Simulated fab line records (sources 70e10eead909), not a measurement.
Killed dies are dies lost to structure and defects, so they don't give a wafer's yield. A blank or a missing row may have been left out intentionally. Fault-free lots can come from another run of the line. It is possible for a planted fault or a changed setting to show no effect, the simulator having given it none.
The tool behind it: which one? | flow nand_harc | 6 lots with 18 wafers sampled at 3 steps, on a route of 1302 steps

== WHAT EACH GAUGE READ, for each wafer ==
NHARC_P_GATE_CD_MEAS_91 targets a cd of 2000 nm.
lot  | measured     | on        | cd_nm (nm)
L403 | day 5 22:29  | cd_sem-01 | 2001.4 1996.8 1999.4
L405 | day 7 01:34  | cd_sem-01 | 2001.1 2001.8 2002.4
L408 | day 8 07:16  | cd_sem-02 | 2002.3 2002.7 1999.4
L411 | day 9 05:14  | cd_sem-03 | 1954.6 1956.1 1956.2
L421 | day 13 17:13 | cd_sem-03 | 1999.0 1999.8 1997.9
L424 | day 15 02:56 | cd_sem-02 | 2001.2 2001.1 2001.3

== WHAT TOOL EACH LOT RAN ON (gives the tool, then ch and the chambers of the sampled wafers, and finally the start) ==
lot  | NHARC_P_GATE_ETCH_104              | NHARC_P_GATE_EXPOSE_88
L403 | rie_diel-10 ch 0,1,2, day 5 07:27  | krf_scanner-01 ch 0, day 5 22:20
L405 | rie_diel-10 ch 1,2, day 6 10:11    | krf_scanner-01 ch 0, day 7 01:25
L408 | rie_diel-09 ch 1,2,3, day 7 14:38  | krf_scanner-03 ch 0, day 8 07:07
L411 | rie_diel-09 ch 2,3, day 8 13:53    | krf_scanner-01 ch 0, day 9 05:05
L421 | rie_diel-04 ch 2,3, day 13 02:03   | krf_scanner-04 ch 0, day 13 17:03
L424 | rie_diel-10 ch 1,2,3, day 14 11:58 | krf_scanner-03 ch 0, day 15 02:46
- NHARC_P_GATE_ETCH_104: etches the open film in CF4/CHF3, target depth 60 nm.
- NHARC_P_GATE_EXPOSE_88: exposes mask P HVN, target cd 2000 nm.

== THE ANSWER, worked out from the rows above alone ==
Rule: the usual values come from the lots themselves. Put in order of their means at a reading, lots are off if they are a third of the lots or fewer, leave a main group of 4 or more, and stand apart from it by a gap of 3 or more times the standard deviation of the main group's means; of several such gaps the widest counts. The tables above print the reading to a certain number of digits; a main group whose means all agree to those digits is not used. A lot without any number at a reading at which 4 lots or more have one is off too. Where the step has rows for the other lots, those lots are counted as sound.
Off: L411 (NHARC_P_GATE_CD_MEAS_91, cd_nm). Mean 2000.5 nm and standard deviation 1.2 in the main group.
If a tool, at a process step before that reading, ran all the lots that are off and no sound lot after the first of them, it fits. The gauges at NHARC_P_GATE_CD_MEAS_91 are tried like those tools. Can't be told from this: 2 tools fit, rie_diel-09 at NHARC_P_GATE_ETCH_104, krf_scanner-01 at NHARC_P_GATE_EXPOSE_88.

== WHAT THE SIMULATOR HAD INSERTED ==
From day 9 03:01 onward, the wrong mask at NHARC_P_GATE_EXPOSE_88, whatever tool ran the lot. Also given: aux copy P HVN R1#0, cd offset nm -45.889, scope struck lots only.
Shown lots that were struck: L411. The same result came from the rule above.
